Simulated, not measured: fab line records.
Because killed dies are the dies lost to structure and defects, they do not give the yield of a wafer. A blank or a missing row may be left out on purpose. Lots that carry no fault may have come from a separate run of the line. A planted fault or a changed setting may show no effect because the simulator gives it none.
Chamber matching + flow nandHarc + rieDiel-06 running NHARC_A_STAIRCASE_ETCH_253: 4 sister chambers
The step etches the open film in C4F8/O2, target depth 50 nm, time 20.2 s. 16 wafers are shown with their chamber, then 8 later ones without.

WAFERS WITH THEIR CHAMBER
| wafer  | chamber | rfVppV (V) | oesProductAu (a.u.) |
|--------|---------|------------|---------------------|
| L075.1 | 3       | 896        | 0.940               |
| L075.4 | 0       | 897        | 0.939               |
| L075.6 | 0       | 897        | 0.951               |
| L077.1 | 2       | 897        | 0.971               |
| L077.2 | 1       | 895        | 0.984               |
| L077.5 | 2       | 897        | 0.956               |
| L078.2 | 3       | 893        | 0.963               |
| L078.5 | 1       | 894        | 0.976               |
| L078.6 | 0       | 897        | 0.978               |
| L081.2 | 3       | 895        | 0.925               |
| L081.4 | 1       | 895        | 0.932               |
| L081.5 | 2       | 896        | 0.922               |
| L080.2 | 1       | 893        | 0.960               |
| L080.3 | 3       | 895        | 0.940               |
| L080.5 | 1       | 894        | 0.966               |
| L086.3 | 2       | 896        | 0.969               |

SIGNATURES (means of the wafers above)
| reading      | chamber 0 | chamber 1 | chamber 2 | chamber 3 | scatter within a chamber |
|--------------|-----------|-----------|-----------|-----------|--------------------------|
| rfVppV       | 897.00    | 894.20    | 896.50    | 894.75    | 0.844                    |
| oesProductAu | 0.95600   | 0.96360   | 0.95450   | 0.94200   | 0.0197                   |
Rule: a wafer lies at a distance from a chamber equal to the root of the sum of squares, over the readings, of (its reading less the chamber's mean, divided by the reading's scatter). The wafer belongs to the nearest chamber; if the next one is less than 2 further off, it can't be placed. The scatter: the root of (the sum of the squares of (reading less its chamber's mean) over the shown wafers, divided by (wafers less chambers)).

WAFERS WITHOUT THEIR CHAMBER
| wafer  | rfVppV (V) | oesProductAu (a.u.) |
|--------|------------|---------------------|
| L086.4 | 894        | 0.966               |
| L086.6 | 896        | 0.949               |
| L093.2 | 893        | 0.922               |
| L093.3 | 897        | 0.914               |
| L093.5 | 892        | 0.929               |
| L094.1 | 897        | 0.948               |
| L094.4 | 893        | 0.953               |
| L094.5 | 895        | 0.936               |

WHICH CHAMBER EACH WENT THROUGH
| wafer  | from the rows above               | in truth |
|--------|-----------------------------------|----------|
| L086.4 | can't be placed: 1 or 3           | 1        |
| L086.6 | can't be placed: 2 or 0 or 3 or 1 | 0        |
| L093.2 | can't be placed: 3 or 1           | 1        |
| L093.3 | can't be placed: 0 or 2 or 3      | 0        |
| L093.5 | can't be placed: 1 or 3           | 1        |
| L094.1 | can't be placed: 0 or 2           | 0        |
| L094.4 | can't be placed: 1 or 3           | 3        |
| L094.5 | can't be placed: 3 or 1 or 2      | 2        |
0 of 8 placed correctly. These rows do not allow placing 8 (true chamber among the candidates in 8). Number placed wrongly: 0.
